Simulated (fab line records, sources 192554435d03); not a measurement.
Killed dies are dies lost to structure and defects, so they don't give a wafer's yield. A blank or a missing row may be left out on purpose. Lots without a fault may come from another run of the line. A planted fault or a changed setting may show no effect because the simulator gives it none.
Chamber matching | flow n5_finfet | N5_PASSIVATION_DESCUM_32 on rie_diel-02: 4 sister chambers
The step chemistry O2, time 7.9 s. 8 wafers are shown with their chamber, then 7 later ones without.

WAFERS WITH THEIR CHAMBER
wafer  | chamber | showerhead_plenum_p_Torr (Torr) | throttle_valve_pct (%)
L878.3 | 2       | 2.06                            | 20.26
L879.5 | 3       | 2.07                            | 20.32
L883.6 | 1       | 2.19                            | 20.78
L885.2 | 0       | 2.17                            | 20.76
L885.3 | 3       | 2.07                            | 20.32
L885.4 | 2       | 2.05                            | 20.30
L887.2 | 0       | 2.17                            | 20.78
L887.5 | 1       | 2.18                            | 20.78

WAFERS WITHOUT THEIR CHAMBER
wafer  | showerhead_plenum_p_Torr (Torr) | throttle_valve_pct (%)
L887.6 | 2.17                            | 20.78
L886.4 | 2.17                            | 20.79
L886.5 | 2.18                            | 20.80
L886.6 | 2.05                            | 20.31
L900.1 | 2.16                            | 20.81
L900.2 | 2.04                            | 20.32
L900.3 | 2.17                            | 20.82

WHICH CHAMBER EACH WENT THROUGH
wafer  | from the rows above     | in truth
L887.6 | 0                       | 0
L886.4 | can't be placed: 0 or 1 | 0
L886.5 | can't be placed: 1 or 0 | 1
L886.6 | can't be placed: 2 or 3 | 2
L900.1 | 0                       | 0
L900.2 | 2                       | 2
L900.3 | can't be placed: 0 or 1 | 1
Placed correctly: 3 of 7. Can't be placed from these rows: 4 (the true chamber is among the candidates in 4). Placed wrongly: 0.
How it was worked out, from the rows above alone: a wafer's distance from a chamber is the root of the sum, over the readings, of the square of ((its reading less the chamber's mean) divided by the reading's scatter). The wafer belongs to the nearest chamber; if the next one is less than 2 further off, it can't be placed. A chamber's mean is the mean of its shown wafers. The scatter: the root of (the sum of the squares of (reading less its chamber's mean) over the shown wafers, divided by (wafers less chambers)).
